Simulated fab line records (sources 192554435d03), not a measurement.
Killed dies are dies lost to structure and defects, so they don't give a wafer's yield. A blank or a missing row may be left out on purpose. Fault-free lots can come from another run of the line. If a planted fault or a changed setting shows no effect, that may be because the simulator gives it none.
2 desks, one fault :: flow n5Finfet :: each desk has only its own numbers; what lay behind them comes last

DESK OF THE TOOL OWNER: wetBench-04
The tool's own readings at N5_BEOL_M0_WET_ETCH_106 (etches SiO2 in DHF, target depth 130 nm, rinse time 30 s): means of the sampled wafers that have a number, for each lot that ran on this tool. Any lot whose mean is over 4 standard deviations away from the usual mean is out of limits and marked OUT; that distance is given in the brackets.
Columns: A = bathHeatDutyPct at N5_BEOL_M0_WET_ETCH_106, usual 6.4 %; B = rinseTempC at N5_BEOL_M0_WET_ETCH_106, usual 22.99 C
lot: L455
first seen here: day 11 04:47
A: 6.2
B: 22.99

lot: L456
first seen here: day 11 07:19
A: 5.6
B: 22.97

lot: L457
first seen here: day 11 15:09
A: 5.7
B: 22.95
Finding of this desk: none of the 3 lots has anything out of limits.

THE METROLOGY DESK
Lot by lot, what the gauges showed, no matter which tool ran the lot: averages of those sampled wafers that carry a number. Any lot whose mean is over 4 standard deviations away from the usual mean is out of limits and marked OUT; that distance is given in the brackets. Readings shown: 7 of its 11, picked as those furthest out on some lot.
Columns: A = cdNm at N5_BEOL_M0_CUTY_CD_MEAS_57, usual 199.8 nm; B = DIBL_N at N5_BEOL_M4_RC_MEAS_101, usual 36.6 mV/V; C = DIBL_P at N5_BEOL_M4_RC_MEAS_101, usual 36.4 mV/V; D = IOFF_N at N5_BEOL_M4_RC_MEAS_101, usual 0.167 nA/um; E = ION_N at N5_BEOL_M4_RC_MEAS_101, usual 678 uA/um; F = SS_P at N5_BEOL_M4_RC_MEAS_101, usual 73.4 mV/dec; G = VT_N at N5_BEOL_M4_RC_MEAS_101, usual 248.5 mV
lot: L436
first seen here: day 6 03:10
A: 201.2
B: 38.5
C: 36.3
D: 0.188
E: 684
F: 73.4
G: 245.8

lot: L448
first seen here: day 9 02:15
A: 200.6
B: 36.1
C: 37.8
D: 0.177
E: 672
F: 74.1
G: 248.2

lot: L450
first seen here: day 9 19:13
A: 199.4
B: -
C: -
D: -
E: -
F: -
G: -

lot: L451
first seen here: day 10 02:04
A: 199.0
B: -
C: -
D: -
E: -
F: -
G: -

lot: L454
first seen here: day 11 00:25
A: 199.8
B: 37.1
C: 37.5
D: 0.170
E: 668
F: 73.2
G: 246.9

lot: L455
first seen here: day 11 02:35
A: 199.0
B: 38.1
C: 36.9
D: 0.169
E: 680
F: 73.8
G: 249.0

lot: L456
first seen here: day 11 05:33
A: 199.2
B: 37.2
C: 38.6
D: 0.172
E: 676
F: 73.6
G: 250.7

lot: L457
first seen here: day 11 13:56
A: 199.9
B: 37.6
C: 37.3
D: 0.204
E: 694
F: 74.1
G: 244.3

lot: L458
first seen here: day 11 17:58
A: 200.2
B: 36.0
C: 36.7
D: 0.155
E: 678
F: 72.5
G: 250.1
Finding of this desk: none of the 9 lots has anything out of limits.

TAKEN TOGETHER
Nothing out of limits was seen by the tool owner's desk.
The metrology desk saw nothing out of limits.

WHAT WAS PUT IN BY THE SIMULATOR
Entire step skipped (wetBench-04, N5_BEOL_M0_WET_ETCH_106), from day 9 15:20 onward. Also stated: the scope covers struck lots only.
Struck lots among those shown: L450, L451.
